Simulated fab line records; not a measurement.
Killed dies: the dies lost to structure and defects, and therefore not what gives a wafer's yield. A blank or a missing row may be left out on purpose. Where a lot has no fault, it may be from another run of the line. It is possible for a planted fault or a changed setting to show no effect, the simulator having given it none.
Chamber matching	flow nandHarc	rieDiel-10 running NHARC_A_CHANNEL_FILL_D1_ETCHBACK_20: 4 sister chambers
The step etches the open film in C4F8/O2/Ar, target depth 27 nm, time 13.5 s. 8 wafers are shown with their chamber, then 7 later ones without.

== EACH WAFER AND ITS CHAMBER ==
wafer	chamber	rfVppV (V)	rfFwdPowerW (W)
L357.6	2	976	585.0
L359.5	3	982	588.4
L359.6	0	988	586.0
L362.1	2	975	586.5
L362.2	0	988	588.9
L362.6	1	972	589.8
L364.2	3	981	592.4
L364.4	1	973	588.9

== WAFERS WHOSE CHAMBER IS MISSING ==
wafer	rfVppV (V)	rfFwdPowerW (W)
L364.6	973	589.0
L365.1	971	589.3
L365.2	975	588.6
L365.3	981	590.1
L374.1	971	592.0
L374.5	975	586.9
L374.6	982	590.4

== THE CHAMBER EACH PASSED THROUGH ==
wafer	from the rows above	in truth
L364.6	1	1
L365.1	1	1
L365.2	2	2
L365.3	3	3
L374.1	1	1
L374.5	2	2
L374.6	3	3
Correct placement for 7 of the 7. Number that these rows cannot place: 0. Number placed wrongly: 0.
How it was worked out, from the rows above alone: a wafer's distance from a chamber is the root of the sum, over the readings, of the square of ((its reading less the chamber's mean) divided by the reading's scatter). If the next closest chamber is less than 2 further off than the closest, the wafer can't be placed; otherwise it belongs to the closest. For every chamber, the mean is computed from those of its wafers that are shown. The scatter: the root of (the sum of the squares of (reading less its chamber's mean) over the shown wafers, divided by (wafers less chambers)).
